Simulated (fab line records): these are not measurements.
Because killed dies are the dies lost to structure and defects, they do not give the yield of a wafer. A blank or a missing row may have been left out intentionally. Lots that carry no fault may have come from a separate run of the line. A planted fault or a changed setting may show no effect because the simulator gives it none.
Split-lot experiment | flow n5 finfet | 21 wafers read from 7 lots, route of 1938 steps

== ON THE SPLIT ==
At N5_GATE_CUT_COAT_35 (time 60 s, resist thk 10 nm), the setting spin rpm was moved away from the recipe's 1500 rpm on 6 of the 21 wafers read, by -6.3% to +7.5%. For the rest of the wafers, this setting stayed at what the recipe calls for.

== FROM THE SPLIT TO THE READING: what the file shows between them, 4 steps ==
- N5_GATE_CUT_COAT_27: time 60 s, resist thk 10 nm
- N5_GATE_CUT_COAT_07: resist thk 30 nm
- N5_GATE_CUT_DESCUM_18: chemistry O2, time 7 s
- N5_GATE_CUT_ETCH_28: etches underlayer in N2/H2, target depth 13 nm, time 10.4 s

== THE READING ==
etch.depth nm (the simulator's own value, which no gauge read), in nm, at N5_GATE_CUT_ETCH_36 (etches SiARC in CF4, target depth 13 nm, time 21.7 s). No usual value for it is given in the file. Across the 15 wafers here that went through the recipe, the average is 9.971 nm and the standard deviation 0.025 nm.

wafer  | tool, chamber at the split | spin rpm as run, rpm | against the recipe | etch.depth nm, nm | against lot-mates on the recipe
L075.2 | litho track-04, 0          | 1500                 | recipe             | 9.97              | -
L075.4 | litho track-04, 0          | 1500                 | recipe             | 9.984             | -
L075.6 | litho track-04, 0          | 1500                 | recipe             | 10                | -
L078.1 | litho track-02, 0          | 1500                 | recipe             | 9.989             | -
L078.4 | litho track-02, 0          | 1500                 | recipe             | 9.977             | -
L078.6 | litho track-02, 0          | 1500                 | recipe             | 9.944             | -
L082.2 | litho track-04, 0          | 1436                 | -4.3%              | 10.22             | no lot-mate on the recipe
L082.3 | litho track-04, 0          | 1436                 | -4.3%              | 10.22             | no lot-mate on the recipe
L082.6 | litho track-04, 0          | 1436                 | -4.3%              | 10.21             | no lot-mate on the recipe
L084.1 | litho track-05, 0          | 1500                 | recipe             | 9.996             | -
L084.2 | litho track-05, 0          | 1500                 | recipe             | 9.971             | -
L084.3 | litho track-05, 0          | 1500                 | recipe             | 9.979             | -
L087.4 | litho track-05, 0          | 1612                 | +7.5%              | 9.598             | -0.348
L087.5 | litho track-05, 0          | 1500                 | recipe             | 9.946             | -
L087.6 | litho track-05, 0          | 1612                 | +7.5%              | 9.588             | -0.358
L093.2 | litho track-02, 0          | 1500                 | recipe             | 9.982             | -
L093.4 | litho track-02, 0          | 1500                 | recipe             | 9.977             | -
L093.5 | litho track-02, 0          | 1500                 | recipe             | 10                | -
L096.1 | litho track-04, 0          | 1405                 | -6.3%              | 10.26             | +0.336
L096.4 | litho track-04, 0          | 1500                 | recipe             | 9.905             | -
L096.5 | litho track-04, 0          | 1500                 | recipe             | 9.943             | -

THE FIT
A straight line over all 21 wafers: etch.depth nm changes by -0.0514 nm for each +1% of spin rpm; r = -0.99; the points scatter about the line by 0.026 nm.
The same after taking each lot's own level away (the mean of its wafers on the recipe; 18 wafers): -0.049 nm for each +1%; r = -0.99; scatter 0.015 nm.
Per that fit: largest spin rpm move, reading shift of 0.37 nm.
Measured against the standard deviation above, the lots' own levels, which go from 9.9240 to 9.9863 nm, span 2.5 times it.
The two slopes agree, so the slope changes little with the lot-to-lot level.
Check: -0.372 nm against its lot-mates is what the line predicts for one of the wafers moved furthest among these (+7.5%) when that wafer is left out of the fit. It came out at -0.348 nm against them.

== THE WHOLE CHAIN: every reading that the file lists as answering this split, in the file's order ==
step                | what it does                                         | reading                                                                           | change (the file's fit)                | r (the file's)
N5_GATE_CUT_COAT_35 | time 60 s, resist thk 10 nm                          | SiARC_of_GATE_CUT_COAT_35.thk nm (the simulator's own value, which no gauge read) | -0.0444 nm for each +1% of the setting | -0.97
N5_GATE_CUT_ETCH_36 | etches SiARC in CF4, target depth 13 nm, time 21.7 s | etch.depth nm (the simulator's own value, which no gauge read)                    | -0.0497 nm for each +1% of the setting | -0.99

== THE FILE'S OWN FIT ==
etch.depth nm changes by -0.0497 nm for each +1% of spin rpm, r = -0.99.
